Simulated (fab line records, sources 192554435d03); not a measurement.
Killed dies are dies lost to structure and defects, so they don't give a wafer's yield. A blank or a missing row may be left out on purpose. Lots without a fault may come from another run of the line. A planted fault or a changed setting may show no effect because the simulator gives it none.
Split-lot experiment | flow n5_finfet | 7 lots, 39 wafers read, on a route of 1938 steps

THE SPLIT
At N5_WELL_APT_IMPLANT_31, the setting energy_kev was moved away from the recipe's 60 on 12 of the 39 wafers read, by +3.1% to +10.9%. The other wafers ran this setting at the recipe's value.

The reading is taken at the split's own step.

THE READING
implant.drp_nm (the simulator's own value, which no gauge read), in nm, at N5_WELL_APT_IMPLANT_31. The file gives no usual value for it.

wafer  | tool, chamber at the split | energy_kev as run | against the recipe | implant.drp_nm, nm | against lot-mates on the recipe
L074.1 | implanter-01, 0            | 60                | recipe             | 64.53              | -
L074.4 | implanter-01, 0            | 60                | recipe             | 64.53              | -
L074.5 | implanter-01, 0            | 60                | recipe             | 64.53              | -
L074.2 | implanter-01, 0            | 62.26             | +3.8%              | 65.79              | +1.26
L074.3 | implanter-01, 0            | 62.26             | +3.8%              | 65.79              | +1.26
L074.6 | implanter-01, 0            | 62.26             | +3.8%              | 65.79              | +1.26
L076.1 | implanter-02, 0            | 60                | recipe             | 64.53              | -
L076.2 | implanter-02, 0            | 60                | recipe             | 64.53              | -
L076.3 | implanter-02, 0            | 60                | recipe             | 64.53              | -
L076.4 | implanter-02, 0            | 60                | recipe             | 64.53              | -
L076.5 | implanter-02, 0            | 60                | recipe             | 64.53              | -
L076.6 | implanter-02, 0            | 60                | recipe             | 64.53              | -
L078.1 | implanter-02, 0            | 60                | recipe             | 64.53              | -
L078.2 | implanter-02, 0            | 60                | recipe             | 64.53              | -
L078.5 | implanter-02, 0            | 60                | recipe             | 64.53              | -
L080.1 | implanter-01, 0            | 60                | recipe             | 64.53              | -
L080.2 | implanter-01, 0            | 60                | recipe             | 64.53              | -
L080.4 | implanter-01, 0            | 60                | recipe             | 64.53              | -
L080.3 | implanter-01, 0            | 66.23             | +10.4%             | 67.91              | +3.38
L080.5 | implanter-01, 0            | 66.23             | +10.4%             | 67.91              | +3.38
L080.6 | implanter-01, 0            | 66.23             | +10.4%             | 67.91              | +3.38
L093.1 | implanter-01, 0            | 61.85             | +3.1%              | 65.56              | +1.03
L093.2 | implanter-01, 0            | 61.85             | +3.1%              | 65.56              | +1.03
L093.6 | implanter-01, 0            | 61.85             | +3.1%              | 65.56              | +1.03
L093.3 | implanter-01, 0            | 60                | recipe             | 64.53              | -
L093.4 | implanter-01, 0            | 60                | recipe             | 64.53              | -
L093.5 | implanter-01, 0            | 60                | recipe             | 64.53              | -
L094.1 | implanter-02, 0            | 66.53             | +10.9%             | 68.07              | +3.54
L094.2 | implanter-02, 0            | 66.53             | +10.9%             | 68.07              | +3.54
L094.6 | implanter-02, 0            | 66.53             | +10.9%             | 68.07              | +3.54
L094.3 | implanter-02, 0            | 60                | recipe             | 64.53              | -
L094.4 | implanter-02, 0            | 60                | recipe             | 64.53              | -
L094.5 | implanter-02, 0            | 60                | recipe             | 64.53              | -
L097.1 | implanter-01, 0            | 60                | recipe             | 64.53              | -
L097.2 | implanter-01, 0            | 60                | recipe             | 64.53              | -
L097.3 | implanter-01, 0            | 60                | recipe             | 64.53              | -
L097.4 | implanter-01, 0            | 60                | recipe             | 64.53              | -
L097.5 | implanter-01, 0            | 60                | recipe             | 64.53              | -
L097.6 | implanter-01, 0            | 60                | recipe             | 64.53              | -

THE FIT
A straight line over all 39 wafers: implant.drp_nm changes by +0.326 nm for each +1% of energy_kev; r = +1.00; the points scatter about the line by 0.011 nm.
The same after taking each lot's own level away (the mean of its wafers on the recipe; 39 wafers): +0.326 nm for each +1%; r = +1.00; scatter 0.011 nm.
On that fit, the largest move of energy_kev shifts the reading by 3.5 nm.
The lots' own levels span 64.530 to 64.530 nm.
So the lot-to-lot level changes the slope little: the two slopes agree.
Check: with one of the wafers moved furthest among these (+10.9%) left out of the fit, the line predicts +3.55 nm for it against its lot-mates. It came out at +3.54 nm against them.

THE WHOLE CHAIN: every reading that the file lists as answering this split, in the file's order
step                   | what it does | reading                                                         | change (the file's fit)               | r (the file's)
N5_WELL_APT_IMPLANT_31 |              | implant.rp_nm (the simulator's own value, which no gauge read)  | +2.79 nm for each +1% of the setting  | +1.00
N5_WELL_APT_IMPLANT_31 |              | implant.drp_nm (the simulator's own value, which no gauge read) | +0.327 nm for each +1% of the setting | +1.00

THE FILE'S OWN FIT
implant.drp_nm changes by +0.327 nm for each +1% of energy_kev, r = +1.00.
